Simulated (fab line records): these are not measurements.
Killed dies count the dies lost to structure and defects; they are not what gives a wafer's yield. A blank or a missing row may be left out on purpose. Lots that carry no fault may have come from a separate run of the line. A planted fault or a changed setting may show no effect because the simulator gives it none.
Chamber matching | flow n5-finfet | rie-si-01 running N5_DUMMY_GATE_TRIM_49: 4 sister chambers
The step chemistry O2, time 29 s, target cd 14 nm. 18 wafers are shown with their chamber, then 9 later ones without.

== EACH WAFER AND ITS CHAMBER ==
wafer  | chamber | drypump-motor-current-A (A) | throttle-valve-pct (%) | oes-product-au (a.u.)
L075.1 | 2       | 5.9                         | 8.01                   | 1.020
L075.4 | 3       | 5.4                         | 7.87                   | 1.016
L075.5 | 3       | 5.4                         | 7.86                   | 1.025
L076.4 | 0       | 6.6                         | 8.25                   | 1.004
L076.5 | 1       | 5.8                         | 7.97                   | 1.019
L076.6 | 2       | 5.9                         | 8.02                   | 1.016
L078.1 | 3       | 5.4                         | 7.87                   | 1.015
L078.5 | 1       | 5.8                         | 7.98                   | 1.013
L078.6 | 2       | 5.9                         | 8.03                   | 1.017
L081.2 | 2       | 5.8                         | 8.02                   | 1.022
L081.3 | 3       | 5.4                         | 7.87                   | 1.012
L081.6 | 2       | 5.8                         | 8.02                   | 1.020
L084.2 | 3       | 5.4                         | 7.88                   | 1.010
L084.3 | 0       | 6.6                         | 8.24                   | 0.995
L084.5 | 2       | 5.9                         | 8.00                   | 1.010
L091.2 | 1       | 5.8                         | 7.98                   | 1.026
L091.4 | 3       | 5.4                         | 7.87                   | 1.007
L091.6 | 2       | 5.9                         | 8.03                   | 1.003

SIGNATURES, as means of the wafers listed above
reading                 | chamber 0 | chamber 1 | chamber 2 | chamber 3 | scatter within a chamber
drypump-motor-current-A | 6.600     | 5.800     | 5.871     | 5.400     | 0.0319
throttle-valve-pct      | 8.2450    | 7.9767    | 8.0186    | 7.8700    | 0.00846
oes-product-au          | 0.99950   | 1.01933   | 1.01543   | 1.01417   | 0.0065
Rule: distance of a wafer from a chamber = root of the sum over the readings of ((wafer's reading minus chamber's mean) / reading's scatter) squared. The wafer belongs to the nearest chamber; if the next one is less than 2 further off, it can't be placed. How the scatter is found: for the shown wafers, subtract from each reading the mean of its chamber, square and add these, divide the total by (wafers less chambers), then take the root.

== WAFERS WHOSE CHAMBER IS MISSING ==
wafer  | drypump-motor-current-A (A) | throttle-valve-pct (%) | oes-product-au (a.u.)
L092.1 | 5.4                         | 7.88                   | 1.015
L092.2 | 5.8                         | 7.96                   | 1.040
L092.3 | 5.9                         | 8.03                   | 1.016
L093.2 | 6.6                         | 8.26                   | 0.994
L093.4 | 5.4                         | 7.86                   | 1.009
L093.5 | 5.4                         | 7.88                   | 1.011
L094.1 | 5.9                         | 8.03                   | 0.999
L094.4 | 6.6                         | 8.27                   | 0.991
L094.5 | 5.9                         | 8.03                   | 1.005

== WHICH CHAMBER EACH ONE RAN IN ==
wafer  | from the rows above | in truth
L092.1 | 3                   | 3
L092.2 | 1                   | 1
L092.3 | 2                   | 2
L093.2 | 0                   | 0
L093.4 | 3                   | 3
L093.5 | 3                   | 3
L094.1 | 2                   | 2
L094.4 | 0                   | 0
L094.5 | 2                   | 2
9 of 9 placed correctly. Not placeable from these rows: 0. 0 placed wrongly.
